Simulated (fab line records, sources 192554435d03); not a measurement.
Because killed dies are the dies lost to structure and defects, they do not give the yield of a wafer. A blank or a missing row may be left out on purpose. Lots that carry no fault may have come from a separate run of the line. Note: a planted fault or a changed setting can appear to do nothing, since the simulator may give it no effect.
Code-filled problem report in 8D (eight disciplines) form    flow n5Finfet    the parts of the form that need people (team, actions taken, sign-off) are left out

## 1. PROBLEM STATEMENT
At N5_WELL_APT_IMPLANT_15, doseIonsCm2 averages 2.1818e+13 over 6 wafers from 2 lots, while fault-free wafers read 1.5002e+13, standard deviation 1.4e+10. That is +99 or more standard deviations from the usual mean.
First seen on wafer L397.2, day 2 08:01, on implanter-02. Wafers with a number at this step in the record: 35, from 12 lots. By rule, "out" or "out of limits" means more than 4 standard deviations away from the usual mean. Any other wafer with a number is counted as sound.

## 2. WHAT IT IS; WHAT IT IS NOT
question                     is                             is not
which readings at this step  doseIonsCm2, faradayCurrentUA  rotationDeg
which lots                   L397, L403                     L394, L395, L396, L400, L406, L410, L413, L415, L416, L417
which wafers of those lots   all that have a number         -
read on which tools          implanter-02                   implanter-01
when                         from day 2 08:01               up to then (9 sound wafers); but 20 sound wafers of L400, L406, L410, L413, L415, L416, L417 came after

## 3. WHAT RULES OUT EACH SUSPECT
Counting: any tool at a process step up to the reading is kept as a suspect provided that every lot that is out went through it and no sound lot did after the first of them.
- implanter-02 at N5_WELL_APT_IMPLANT_15: ruled out as a lasting fault. After its first lot that is out, L397 (day 2 08:01), sound lots L415, L416, L417 ran on it.
Left after counting: nothing in the record.

## 4. THE CAUSE (what the simulator had put in)
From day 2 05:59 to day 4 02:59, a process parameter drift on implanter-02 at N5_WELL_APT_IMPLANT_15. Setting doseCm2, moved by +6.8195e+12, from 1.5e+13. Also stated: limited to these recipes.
Counting ruled it out, wrongly.

## 5. THE CHAIN OF EFFECTS, in route order
Each row: a reading whose mean over the struck wafers that have a number lies more than 3 standard deviations from the usual. Only readings whose record carries a usual standard deviation are examined. hours: median over the lots of the time between each lot's start at the first step of this table that gives one and its start at this step. sigmas: the change, counted in usual standard deviations.
hours  step                    reading           usual       on struck wafers  change       sigmas
0      N5_WELL_APT_IMPLANT_15  doseIonsCm2       1.5002e+13  2.1818e+13        +6.8165e+12  +99 or more
0      N5_WELL_APT_IMPLANT_15  faradayCurrentUA  190         277               +87          +27
Process steps it contains:
- N5_WELL_APT_IMPLANT_15

## 6. HOW IT WOULD HAVE BEEN CAUGHT EARLIER
The fault began at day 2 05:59; the first out-of-limits reading in this record came at day 2 08:01, 2 hours later.
